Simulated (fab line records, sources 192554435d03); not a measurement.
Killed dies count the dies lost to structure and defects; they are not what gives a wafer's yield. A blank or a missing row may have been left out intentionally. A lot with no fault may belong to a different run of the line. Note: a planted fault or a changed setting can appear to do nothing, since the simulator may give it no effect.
Comparing a struck lot with a sound one | flow n5 finfet | 16 out of 1938 route steps
Sound: the wafers L397.2, L397.3, L397.5. Struck: wafer L406.6 (L406.3, L406.5, from the same lot, were not struck and are left out); the cause is given at the end.
For every step that has rows: the tool of each side, followed by ch and its chambers, followed by its first start. Under that, the readings that differ: sound wafers | struck wafers | difference of the means | sigmas: that difference in standard deviations of wafers without a fault.
alike: a reading whose means differ by less than 2 such deviations, as well as words and numbers matching on both sides. not compared: withheld readings; readings where some wafer has no value; bounds like >300 that might hide an equal value; numbers whose values overlap and for which the record gives no deviation.
Wherever a step has rows on one side only, a row that says differs or no value, or a row with sigmas, the two part there. Numbers that don't overlap but have no deviation are shown without sigmas and don't part them. Lack of a reading on every wafer of one side parts them only where that side has two or more wafers.

N5_FIN_CUT_CD_MEAS_08: the cd target is 29.1 nm.
  sound on cd sem-02 ch 0, day 2 11:28; struck on cd sem-03 ch 0, day 4 17:40
  reading    | sound             | struck | difference | sigmas
  cd nm (nm) | 28.82 29.18 29.30 | 28.62  | -0.48      | -2
N5_FIN_CUT_OVL_MEAS_09:
  sound on overlay-02 ch 0, day 2 11:29; struck on overlay-02 ch 0, day 4 17:43
  alike: FIN_CUT_OVL
N5_FIN_CUT_INSPECT_10: inspects for defects (brightfield).
  struck on defect inspect-01, day 4 17:46; sound on defect inspect-01, day 2 11:32
  alike: raw defect count
N5_FIN_CUT_DESCUM_13: chemistry O2, time 7 s.
  sound on rie diel-01 ch 1,2, day 2 11:57; struck on rie diel-03 ch 2, day 4 17:49
  reading                         | sound             | struck | difference | sigmas
  showerhead plenum p Torr (Torr) | 2.18 2.26 2.18    | 2.04   | -0.17      | -3
  throttle valve pct (%)          | 20.07 20.32 20.04 | 20.50  | +0.36      | +2
  alike: drypump motor current A, oes product au, rf vpp V
  not compared: rf hours counter h
N5_FIN_CUT_ETCH_30: etches underlayer in N2/H2, target depth 13 nm, time 10.4 s.
  sound on rie diel-01 ch 1,2, day 2 11:59; struck on rie diel-03 ch 2, day 4 17:51
  reading                         | sound             | struck | difference | sigmas
  etch rf on time s (s)           | 10.64 10.26 10.56 | 11.07  | +0.58      | +2
  rf vpp V (V)                    | 526.0 527.5 528.2 | 522.9  | -4.3       | -2
  showerhead plenum p Torr (Torr) | 2.66 2.70 2.66    | 2.50   | -0.17      | -2
  throttle valve pct (%)          | 17.54 17.51 17.56 | 17.99  | +0.45      | +2
  alike: drypump motor current A, oes product au
  not compared: rf hours counter h
then, 1 step without rows for these wafers: N5_FIN_CUT_ETCH_20 (etches SiARC in CF4, target depth 26 nm, time 43.3 s).
N5_FIN_CUT_ETCH_21: etches SOC in N2/H2, target depth 219 nm, overetch 43.8 nm, time 523.5 s.
  sound on rie diel-01 ch 1,2, day 2 12:02; struck on rie diel-03 ch 2, day 4 17:55
  reading                         | sound             | struck | difference | sigmas
  showerhead plenum p Torr (Torr) | 2.66 2.70 2.66    | 2.50   | -0.17      | -2
  throttle valve pct (%)          | 17.49 17.46 17.51 | 17.93  | +0.44      | +2
  alike: drypump motor current A, oes product au, rf vpp V
  not compared: rf hours counter h
then, 3 steps without rows for these wafers: N5_FIN_CUT_STRIP_23 (strips in N2/H2); N5_FIN_CUT_STRIP_31 (strips in N2/H2); N5_FIN_CUT_STRIP_24 (strips in CF4).
N5_FIN_CUT_CUT_ETCH_26: etches SiNx in CH3F/O2, target depth 39 nm, time 55.7 s.
  sound on rie diel-01 ch 1,2, day 2 12:23; struck on rie diel-03 ch 2, day 4 18:15
  reading                         | sound             | struck | difference | sigmas
  rf vpp V (V)                    | 313 306 314       | 293    | -18        | -2
  showerhead plenum p Torr (Torr) | 2.08 2.14 2.08    | 1.98   | -0.12      | -2
  throttle valve pct (%)          | 16.02 16.11 16.03 | 16.63  | +0.58      | +3
  alike: drypump motor current A, oes product au
  not compared: rf hours counter h
N5_FIN_CUT_CUT_ETCH_27: etches SiO2 in CHF3/O2, target depth 4 nm, overetch 2 nm, time 4.9 s.
  sound on rie diel-01 ch 1,2, day 2 12:26; struck on rie diel-03 ch 2, day 4 18:17
  reading                         | sound             | struck | difference | sigmas
  rf vpp V (V)                    | 552 538 551       | 518    | -29        | -2
  showerhead plenum p Torr (Torr) | 2.51 2.57 2.51    | 2.38   | -0.15      | -2
  throttle valve pct (%)          | 18.44 18.60 18.46 | 19.06  | +0.56      | +3
  alike: CHF3_flow_sccm, drypump motor current A, oes product au
  not compared: rf hours counter h
N5_FIN_CUT_PRECLEAN_35: cleans in vHF, time 13.3 s.
  sound on vapor etch-02 ch 0,1, day 2 12:30; struck on vapor etch-02 ch 1, day 4 18:23
  reading    | sound          | struck | difference | sigmas
  time s (s) | 13.3 13.3 13.3 | 15.726 | +2.426     |
  alike: drypump motor current A
then, 1 step without rows for these wafers: N5_FIN_CUT_CUT_ETCH_15 (etches Si in HBr/Cl2/O2, target depth 100 nm, bt time 10 s, time 42.4 s).
-- the record jumps here: 6 days lie between the struck wafers' starts before and after (it left off in module FIN_CUT and takes up again in module BEOL_M4, whose first step shown is number 1111 of the route) --
N5_BEOL_M4_RC_MEAS_101:
  sound on prober-02 ch 0, day 8 01:31; struck on prober-02 ch 0, day 10 11:00
  reading        | sound          | struck | difference | sigmas
  DIBL_P (mV/V)  | 36.2 37.8 38.8 | 33.4   | -4.2       | -2
  IOFF_P (nA/um) | 0.21 0.22 0.25 | 0.15   | -0.08      | -2
  SS_N (mV/dec)  | 71.3 72.4 72.3 | 70.2   | -1.8       | -3
  SS_P (mV/dec)  | 73.3 73.9 74.3 | 72.3   | -1.5       | -2
  alike: DIBL_N, IOFF_N, ION_N, ION_P, VT_N, VT_P
-- the record jumps here: 4 days lie between the struck wafers' starts before and after (it left off in module BEOL_M4 and takes up again in module PASSIVATION, whose first step shown is number 1936 of the route) --
N5_PASSIVATION_PROBE_49:
  struck on prober-01, day 14 14:38; sound on prober-01, day 12 05:56
  reading            | sound    | struck | difference | sigmas
  killed_at_M0_to_M3 | 23 23 42 | 56     | +27        | +3
  alike: defect limited yield, killed_at_M4_up, killed at contacts, killed at front end, killed at other, killed dies, killed on rim, killed open, killed short, sort_bin_5_function, sort_bin_6_memory, sort n pass, sort yield pct

## WHERE THEY PART
Last at N5_PASSIVATION_PROBE_49 as far as this record goes, first at N5_FIN_CUT_CD_MEAS_08.

WHY: the cause the simulator had injected
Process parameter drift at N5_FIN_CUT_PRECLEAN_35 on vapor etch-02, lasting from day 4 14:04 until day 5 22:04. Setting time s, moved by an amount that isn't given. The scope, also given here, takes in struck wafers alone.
